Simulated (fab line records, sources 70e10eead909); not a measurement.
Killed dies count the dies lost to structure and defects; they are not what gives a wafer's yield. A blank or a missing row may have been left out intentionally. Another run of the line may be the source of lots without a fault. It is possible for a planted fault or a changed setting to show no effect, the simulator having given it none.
fab line records ; flow nand-harc
[record] lots = 6; wafers = 18; last-day = 34
route steps=1302 shown A_CHANNEL_HOLE_D1@484 A_CHANNEL_FILL_D1@490 END@1302
lots with no fault: from the same line, run without faults
start-h: hours from the record's opening day to when the first of the lot's shown wafers began ; wait-h: hours from the lot's prior step to this one ; " as in the row above ; L1.1+2: a row that stands for several wafers ; - either no value or no given start ; * or withheld: withheld ; < > ~ a bound
route shown NAME@n: a module of which the file shows steps, and the number in the route of the first ; usual: the fault-free wafers' mean and standard deviation ; same: alike in all rows ; chamber/n: place in a boat ; sites: the reading at each site ; _std_site: standard deviation across them ; _edge_site: the outer-site mean with the inner-site mean subtracted ; radius-mm: for every site, how far away it sits from the centre of the wafer ; mask NAME#n: copy n ; behind: the last tool/chamber to shape the wafer ; hold: the reason the lot was held/the length of the hold in hours/how it ended ; device: whichever transistor did not switch (one of n, p or np) ; end of line: the tests these same wafers got at the end of their route ; where a step has no rows: the recipe by itself ; killed: dies lost to structure and defects at the first sort, not the wafer's yield ; map: shows each die of a wafer: x if killed, . if not, _ if none is there
set.NAME: the setting the step ran with; set.NAME@STEP: the setting that earlier step ran with ; model.NAME: the simulator's own value behind a step, which no gauge read
lots seen at some steps along the route; tables by step, rows by wafer
services: from which hour (start-h, from the record's first day; less than 0 if before it) a tool's chamber was out of use, for how many hours, and why
[[steps]]
[step NHARC_A_CHANNEL_HOLE_D1_STRIP_27]
[recipe] o2-flow-sccm = 500; ar-flow-sccm = 0; bias-w = 0; chemistry = O2
[usual] drypump-motor-current-A = 5.7/0.49; oes-product-au = 0.996/0.0084; rf-vpp-V = 57.9/0.74; showerhead-plenum-p-Torr = 3.52/0.16; throttle-valve-pct = 17.037/0.0096
lot.wafer;tool;chamber;start-h;wait-h;drypump-motor-current-A;oes-product-au;rf-hours-counter-h;rf-vpp-V;showerhead-plenum-p-Torr;throttle-valve-pct
L997.1;rie-diel-10;3;-;-;5.4;0.997;10;58.2;3.70;17.025
L997.4;rie-diel-10;2;-;-;5.6;0.994;10;56.6;3.66;17.028
L997.6;rie-diel-10;0;-;-;6.5;1.015;-;57.5;3.46;17.053
L107.1;rie-diel-10;1;-;-;5.9;0.992;4;56.6;3.30;17.051
L107.4;rie-diel-10;3;-;-;5.4;0.999;4;58.8;3.70;17.039
L107.6;rie-diel-10;2;-;-;5.6;1.000;-;57.7;3.66;17.038
L108.4;rie-diel-13;2;-;-;5.6;1.019;40;57.8;3.65;17.038
L108.1;rie-diel-13;3;-;-;6.4;1.000;39;57.0;3.31;17.047
L108.5;rie-diel-13;1;-;-;5.1;1.009;-;58.9;3.79;17.038
L114.3;rie-diel-10;1;-;-;5.9;1.000;10;56.8;3.30;17.046
L114.4;rie-diel-10;3;-;-;5.4;0.986;10;59.6;3.70;17.028
L114.5;rie-diel-10;1;-;-;5.8;0.991;-;56.9;3.30;17.042
L115.1;rie-diel-04;0;-;-;6.3;0.982;3;58.4;3.57;17.036
L115.6;rie-diel-04;2;-;-;5.3;1.005;-;57.0;3.29;17.046
L115.5;rie-diel-04;3;-;-;5.2;0.996;-;58.3;3.34;17.051
L118.2;rie-diel-04;3;-;-;5.2;0.986;15;58.2;3.34;17.037
L118.5;rie-diel-04;0;-;-;6.3;0.973;-;57.7;3.57;17.028
L118.6;rie-diel-04;1;-;-;5.0;1.005;-;57.1;3.64;17.038
[step NHARC_A_CHANNEL_HOLE_D1_PRECLEAN_28]
[recipe] time-s = *; temp-c = 50; bath-age-min = 0; chemistry = SC1
[step NHARC_A_CHANNEL_HOLE_D1_SRD_29]
[step NHARC_A_CHANNEL_HOLE_D1_CD_MEAS_30]
[usual] cd-nm = 90.0/1.3
lot.wafer;tool;chamber;start-h;wait-h;cd-nm
L997.1;cd-sem-03;-;200.23;-;89.6
L997.4;cd-sem-03;-;200.23;-;89.1
L997.6;cd-sem-03;-;200.23;-;88.4
L107.1;cd-sem-03;-;296.43;-;91.5
L107.4;cd-sem-03;-;296.43;-;90.9
L107.6;cd-sem-03;-;296.43;-;92.6
L108.1;cd-sem-02;-;310.34;-;91.5
L108.4;cd-sem-02;-;310.34;-;90.3
L108.5;cd-sem-02;-;310.34;-;89.8
L114.3;cd-sem-02;-;371.27;-;88.1
L114.4;cd-sem-02;-;371.27;-;91.2
L114.5;cd-sem-02;-;371.27;-;89.3
L115.1;cd-sem-02;-;377.82;-;91.0
L115.5;cd-sem-02;-;377.82;-;88.8
L115.6;cd-sem-02;-;377.82;-;94.6
L118.2;cd-sem-02;-;409.79;-;87.7
L118.5;cd-sem-02;-;409.79;-;90.9
L118.6;cd-sem-02;-;409.79;-;88.7
[step NHARC_A_CHANNEL_HOLE_D1_XSEM_31]
[recipe] landing-energy-ev = 35000
[usual] bot-cd-nm = 74.5/1.4; bow-nm = 8.61/0.24; tilt-deg = 0.08/0.047
lot.wafer;tool;chamber;start-h;wait-h;bot-cd-nm;bow-nm;tilt-deg
L997.1;xsem-01;0;200.31;0.1;73.4;8.53;0.05
L997.4;xsem-01;0;200.31;0.1;74.2;8.52;0.05
L997.6;xsem-01;0;200.31;0.1;72.8;8.56;0.05
L107.1;xsem-02;0;296.52;0.1;75.0;8.77;0.11
L107.4;xsem-02;0;296.52;0.1;75.4;8.81;0.11
L107.6;xsem-02;0;296.52;0.1;76.7;8.85;0.11
L108.1;xsem-01;0;310.43;0.1;75.5;8.48;0.10
L108.4;xsem-01;0;310.43;0.1;74.4;8.46;0.10
L108.5;xsem-01;0;310.43;0.1;74.6;8.50;0.10
L114.3;xsem-02;0;371.36;0.1;72.8;8.77;0.13
L114.4;xsem-02;0;371.36;0.1;76.1;8.66;0.14
L114.5;xsem-02;0;371.36;0.1;73.9;8.78;0.14
L115.1;xsem-02;0;377.91;0.1;75.1;8.49;0.06
L115.5;xsem-02;0;377.91;0.1;72.3;8.50;0.06
L115.6;xsem-02;0;377.91;0.1;78.0;8.45;0.06
L118.2;xsem-02;0;409.88;0.1;71.8;8.52;0.08
L118.5;xsem-02;0;409.88;0.1;75.2;8.50;0.07
L118.6;xsem-02;0;409.88;0.1;72.7;8.52;0.08
[step NHARC_A_CHANNEL_HOLE_D1_INSPECT_40]
[usual] raw-defect-count = 80/26
lot.wafer;tool;chamber;start-h;wait-h;raw-defect-count
L997.1;defect-inspect-02;-;200.41;-;93
L997.4;defect-inspect-02;-;200.41;-;97
L997.6;defect-inspect-02;-;200.41;-;77
L107.1;defect-inspect-01;-;296.62;-;104
L107.4;defect-inspect-01;-;296.62;-;77
L107.6;defect-inspect-01;-;296.62;-;95
L108.1;defect-inspect-01;-;310.52;-;42
L108.4;defect-inspect-01;-;310.52;-;48
L108.5;defect-inspect-01;-;310.52;-;63
L114.3;defect-inspect-02;-;371.45;-;93
L114.4;defect-inspect-02;-;371.45;-;142
L114.5;defect-inspect-02;-;371.45;-;154
L115.1;defect-inspect-02;-;378.01;-;93
L115.5;defect-inspect-02;-;378.01;-;107
L115.6;defect-inspect-02;-;378.01;-;120
L118.2;defect-inspect-01;-;409.98;-;102
L118.5;defect-inspect-01;-;409.98;-;74
L118.6;defect-inspect-01;-;409.98;-;73
[step NHARC_A_CHANNEL_FILL_D1_PRECLEAN_00]
[recipe] time-s = *; temp-c = 50; bath-age-min = 0; chemistry = SC1
[step NHARC_A_CHANNEL_FILL_D1_SRD_01]
[step NHARC_A_CHANNEL_FILL_D1_ALD_02]
[recipe] target-thk-a = 60; pulse-time-s = 10; ald-cycles = 60; temp-c = 300; material = SiO2
[usual] ald-cycles = 60/0; heater-power-w = 450/49; precursor-pulse-height-rel = 1.001/0.02
lot.wafer;tool;chamber;start-h;wait-h;ald-cycles;heater-power-w;precursor-pulse-height-rel
L997.4;ald-hk-01;0;200.61;-;60;427;0.996
L997.1;ald-hk-01;1;200.61;-;60;404;1.020
L997.6;ald-hk-01;1;200.61;-;60;425;0.953
L107.1;ald-hk-01;3;296.82;-;60;390;1.027
L107.4;ald-hk-01;2;296.82;-;60;435;1.009
L107.6;ald-hk-01;3;296.82;-;60;389;1.019
L108.4;ald-hk-01;0;310.72;-;60;431;1.032
L108.1;ald-hk-01;3;310.72;-;60;426;0.975
L108.5;ald-hk-01;1;310.72;-;60;399;1.014
L114.3;ald-hk-04;3;371.65;-;60;480;0.977
L114.4;ald-hk-04;1;371.65;-;60;529;1.013
L114.5;ald-hk-04;0;371.65;-;60;503;1.017
L115.1;ald-hk-02;2;378.41;-;60;393;0.973
L115.6;ald-hk-02;3;378.41;-;60;466;1.039
L115.5;ald-hk-02;0;378.41;-;60;399;1.016
L118.2;ald-hk-01;1;410.39;-;60;410;0.987
L118.6;ald-hk-01;2;410.39;-;60;456;0.991
L118.5;ald-hk-01;3;410.39;-;60;432;0.976
[step NHARC_A_CHANNEL_FILL_D1_ALD_03]
[recipe] target-thk-a = 60; pulse-time-s = 60; ald-cycles = 58; temp-c = 630; pressure-torr = 2; material = SiNx
[step NHARC_A_CHANNEL_FILL_D1_ALD_14]
[recipe] target-thk-a = 25; pulse-time-s = 10; ald-cycles = 25; temp-c = 300; material = SiO2
[usual] ald-cycles = 25/0; heater-power-w = 456/52; precursor-pulse-height-rel = 1.001/0.019
lot.wafer;tool;chamber;start-h;wait-h;ald-cycles;heater-power-w;precursor-pulse-height-rel
L997.1;ald-hk-01;1;207.56;0.1;25;417;1.030
L997.4;ald-hk-01;3;207.56;0.1;25;384;0.996
L997.6;ald-hk-01;0;207.56;0.1;25;415;1.020
L107.1;ald-hk-04;2;302.00;0.3;25;412;0.974
L107.4;ald-hk-04;3;302.00;0.3;25;479;1.021
L107.6;ald-hk-04;3;302.00;0.3;25;481;1.011
L108.4;ald-hk-02;1;317.01;0.0;25;544;1.010
L108.1;ald-hk-02;2;317.01;0.0;25;401;0.977
L108.5;ald-hk-02;2;317.01;0.0;25;393;0.991
L114.3;ald-hk-01;2;378.69;0.0;25;448;1.001
L114.4;ald-hk-01;3;378.69;0.0;25;424;1.016
L114.5;ald-hk-01;3;378.69;0.0;25;424;0.994
L115.1;ald-hk-02;3;385.28;0.1;25;465;1.029
L115.6;ald-hk-02;1;385.28;0.1;25;517;0.991
L115.5;ald-hk-02;2;385.28;0.1;25;391;1.024
L118.2;ald-hk-04;0;417.35;0.2;25;500;1.000
L118.5;ald-hk-04;1;417.35;0.2;25;529;0.979
L118.6;ald-hk-04;2;417.35;0.2;25;408;0.994
[step NHARC_A_CHANNEL_FILL_D1_ALD_15]
[recipe] target-thk-a = 20; pulse-time-s = 60; ald-cycles = 19; temp-c = 630; pressure-torr = 2; material = SiNx
[usual] ald-cycles = 19/0; precursor-pulse-height-rel = 1.001/0.02
lot.wafer;tool;chamber;start-h;wait-h;ald-cycles;precursor-pulse-height-rel
L997.1;ald-sin-batch-03;0;-;-;19;1.034
L997.4;ald-sin-batch-03;0;-;-;19;1.023
L997.6;ald-sin-batch-03;0;-;-;19;1.009
L107.1;ald-sin-batch-02;0;-;-;19;1.009
L107.4;ald-sin-batch-02;0;-;-;19;1.001
L107.6;ald-sin-batch-02;0;-;-;19;1.024
L108.1;ald-sin-batch-02;0;-;-;19;0.989
L108.4;ald-sin-batch-02;0;-;-;19;1.013
L108.5;ald-sin-batch-02;0;-;-;19;0.969
L114.3;ald-sin-batch-02;0;-;-;19;1.001
L114.4;ald-sin-batch-02;0;-;-;19;1.011
L114.5;ald-sin-batch-02;0;-;-;19;1.003
L115.1;ald-sin-batch-03;0;-;-;19;0.997
L115.5;ald-sin-batch-03;0;-;-;19;0.985
L115.6;ald-sin-batch-03;0;-;-;19;1.024
L118.2;ald-sin-batch-01;0;-;-;19;1.009
L118.5;ald-sin-batch-01;0;-;-;19;1.003
L118.6;ald-sin-batch-01;0;-;-;19;0.984
[step NHARC_A_CHANNEL_FILL_D1_ALD_16]
[recipe] target-thk-a = 15; pulse-time-s = 10; ald-cycles = 15; temp-c = 300; material = SiO2
[usual] ald-cycles = 15/0; heater-power-w = 453/53; precursor-pulse-height-rel = 1.001/0.02
lot.wafer;tool;chamber;start-h;wait-h;ald-cycles;heater-power-w;precursor-pulse-height-rel
L997.1;ald-hk-01;3;212.69;0.1;15;388;0.991
L997.4;ald-hk-01;0;212.69;0.1;15;424;0.972
L997.6;ald-hk-01;2;212.69;0.1;15;436;0.985
L107.1;ald-hk-04;0;306.97;0.0;15;494;0.990
L107.4;ald-hk-04;1;306.97;0.0;15;537;1.006
L107.6;ald-hk-04;1;306.97;0.0;22;539;0.968
L108.4;ald-hk-04;2;322.20;0.1;15;414;0.976
L108.1;ald-hk-04;3;322.20;0.1;15;487;1.012
L108.5;ald-hk-04;1;322.20;0.1;22;515;0.978
L114.3;ald-hk-02;0;383.89;0.0;15;403;1.013
L114.4;ald-hk-02;1;383.89;0.0;15;522;1.030
L114.5;ald-hk-02;0;383.89;0.0;15;398;1.027
L115.1;ald-hk-02;1;390.42;0.1;15;529;0.996
L115.6;ald-hk-02;3;390.42;0.1;15;466;1.013
L115.5;ald-hk-02;0;390.42;0.1;15;397;1.006
L118.2;ald-hk-04;2;422.43;0.1;15;412;1.023
L118.5;ald-hk-04;1;422.43;0.1;15;529;1.055
L118.6;ald-hk-04;2;422.43;0.1;15;414;1.007
[step NHARC_A_CHANNEL_FILL_D1_ANNEAL_17]
[recipe] temp-c = 850; time-s = 1800
[step NHARC_END_SORT_01]
[recipe] temp-c = 25
[usual] killed-at-array = 52/17; killed-at-other = 0.9/1.2; killed-at-periphery = 3.9/2.7; killed-dies = 57/16; killed-open = 3.3/1.9; killed-short = 2.5/1.5
[same] gross-dies = 677
lot.wafer;tool;chamber;start-h;wait-h;killed-at-array;killed-at-other;killed-at-periphery;killed-dies;killed-open;killed-short
L107.1;prober-01;0;669.75;2.5;73;0;5;78;3;5
L107.4;prober-01;0;672.13;3.4;54;0;1;55;5;5
L107.6;prober-01;0;673.72;4.0;60;0;3;63;0;2
// killed by level:class
L107.1 A_CHANNEL_HOLE_D1:chamber-film-flake=40 A_CHANNEL_HOLE_D2:chamber-film-flake=21 A_CHANNEL_FILL_D1:geometric-particle:short=3 A_STAIRCASE:chamber-film-flake=3 P_CONTACT:geometric-particle:short=2 A_M1:chamber-film-flake=2 A_CHANNEL_FILL_D2:geometric-particle:open=1 A_WL_FILL:geometric-particle:open=1
L107.4 A_CHANNEL_HOLE_D1:chamber-film-flake=28 A_CHANNEL_HOLE_D2:chamber-film-flake=5 A_ONON_D2:geometric-particle:open=3 A_M1:chamber-film-flake=3 A_CHANNEL_FILL_D2:geometric-particle:open=2 A_CHANNEL_FILL_D2:geometric-particle:short=2 A_WL_FILL:geometric-particle:short=2 A_STAIRCASE:chamber-film-flake=2
L107.6 A_CHANNEL_HOLE_D1:chamber-film-flake=35 A_CHANNEL_HOLE_D2:chamber-film-flake=14 P_ZERO_WELL:chamber-film-flake=2 A_CONTACT:chamber-film-flake=2 A_CHANNEL_FILL_D2:chamber-film-flake=2 A_CHANNEL_FILL_D1:geometric-particle:short=1 A_WL_FILL:geometric-particle:short=1 P_GATE:chamber-film-flake=1
[[services]]
tool;chamber;start-h;hours;kind
rie-diel-04;-;177.96;9.0;pm
rie-diel-13;1;205.60;3.9;repair
ald-hk-04;-;208.26;0.5;repair
rie-diel-04;-;235.67;0.9;repair
rie-diel-10;-;242.65;9.0;pm
ald-hk-04;-;259.59;10.0;pm
ald-sin-batch-02;-;266.00;26.0;pm
rie-diel-04;1;270.51;8.7;repair
ald-hk-01;1;297.29;10.0;vent-cycle
ald-hk-01;2;297.29;10.0;vent-cycle
ald-hk-01;3;297.29;10.0;vent-cycle
rie-diel-13;1;302.14;3.9;repair
rie-diel-10;2;323.97;10.4;repair
ald-hk-01;-;331.98;1.9;repair
rie-diel-13;-;343.90;9.0;pm
rie-diel-04;1;349.22;6.3;repair
rie-diel-04;-;354.97;9.0;pm
rie-diel-13;-;355.01;1.5;repair
rie-diel-04;-;369.12;1.9;repair
xsem-01;-;374.00;14.0;pm
rie-diel-10;1;380.48;15.8;repair
rie-diel-10;1;401.79;3.6;repair
rie-diel-13;1;414.03;36.9;repair
rie-diel-10;-;419.66;9.0;pm
[[key]]
[first-sign] step = NHARC_A_CHANNEL_FILL_D1_ALD_16; reading = ald-cycles; direction = up; sigmas = 99+; usual = 15; struck = 22
effect none on later readings
met-at NHARC_A_CHANNEL_FILL_D1_ALD_16
struck-wafers L107.6,L108.5
tester-left-out L107,L108
[fault] kind = process-parameter-drift; tool = ald-hk-04; chamber = -; onset-h = 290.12; steps = NHARC_A_CHANNEL_FILL_D1_ALD_16; channel = ald-cycles; offset = 7; shape = step; end-h = 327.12; scope = struck-wafers-only; acts-in = these-recipes-only; stated = 15
// tester-left-out: of these lots the tester's yield and bins aren't shown, on N5 and GAA mostly nor the transistor test; their killed dies are dies lost to structure and defects alone, not to doping, threshold or leakage, so they don't give the yield
